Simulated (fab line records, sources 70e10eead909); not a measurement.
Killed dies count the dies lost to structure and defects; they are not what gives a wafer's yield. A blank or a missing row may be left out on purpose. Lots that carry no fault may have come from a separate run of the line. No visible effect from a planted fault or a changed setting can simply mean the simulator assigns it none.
Comparing a struck lot with a sound one / flow nand-harc / 14 steps out of a route of 1302
Sound: the wafers L340.1, L340.4, L340.6. Wafers struck: L348.1, L348.4, L348.5. The cause is named last.
Order at every step that has rows: each side's tool, ch and its chambers, its first start. Under that, the readings that differ: sound wafers / struck wafers / difference of the means / sigmas: that difference in standard deviations of wafers without a fault.
alike: readings whose means differ by less than 2 such deviations, and words and numbers that are the same on both sides. not compared: withheld readings, readings that some wafer has no value for, bounds like >300 that may hide the same value, and numbers for which the record gives no deviation and whose values overlap.
Wherever a step has rows on one side only, a row that says differs or no value, or a row with sigmas, the two part there. When numbers do not overlap yet have no deviation, they are printed without sigmas and do not part them. A reading that every wafer of one side lacks parts them only if that side has two wafers or more.

first, 4 steps without rows for these wafers: NHARC_P_GATE_PRECLEAN_71 (cleans in SC1); NHARC_P_GATE_SRD_72; NHARC_P_GATE_OXIDE_16 (material SiO2, target thk 3 nm, ox time 392 s); NHARC_P_GATE_CVD_17 (deposits poly-Si, target thk 150 nm, time 900 s).
NHARC_P_GATE_HM_DEP_102: deposits aC, target thk 120 nm.
  sound on acl-dep-01 ch 0, day 8 05:51; struck on acl-dep-02 ch 0, day 11 22:23
  alike: throttle-valve-pct
NHARC_P_GATE_DEP_103: deposits SiON, target thk 30 nm.
  sound on pecvd-04 ch 1, day 8 06:31; struck on pecvd-01 ch 0,1,2, day 11 23:07
reading=heater-power-w (W); sound=959 961 971; struck=818 740 755; difference=-193; sigmas=-2
then, 6 steps without rows for these wafers: NHARC_P_GATE_DEHYDRATE_18 (time 120 s); NHARC_P_GATE_HMDS_19 (time 30 s); NHARC_P_GATE_COAT_20 (resist thk 90 nm); NHARC_P_GATE_SOFTBAKE_21 (time 55 s); NHARC_P_GATE_EBR_22; NHARC_P_GATE_EXPOSE_23 (exposes mask P GATE, target cd 120 nm).
NHARC_P_GATE_PEB_24: peb time 65 s.
  sound on litho-track-01 ch 0, day 8 07:13; struck on litho-track-01, day 11 23:39
  no value came back on the struck wafers for chill-plate-temp-C (C), exhaust-pa (Pa); on the sound wafers chill-plate-temp-C (C) reads 23.21 23.09 23.12
then, 1 step without rows for these wafers: NHARC_P_GATE_DEVELOP_25 (develop time 35 s).

## WHERE THEY PART
Last at NHARC_P_GATE_PEB_24 as far as this record goes, first at NHARC_P_GATE_DEP_103.

WHY: what had been put in by the simulator
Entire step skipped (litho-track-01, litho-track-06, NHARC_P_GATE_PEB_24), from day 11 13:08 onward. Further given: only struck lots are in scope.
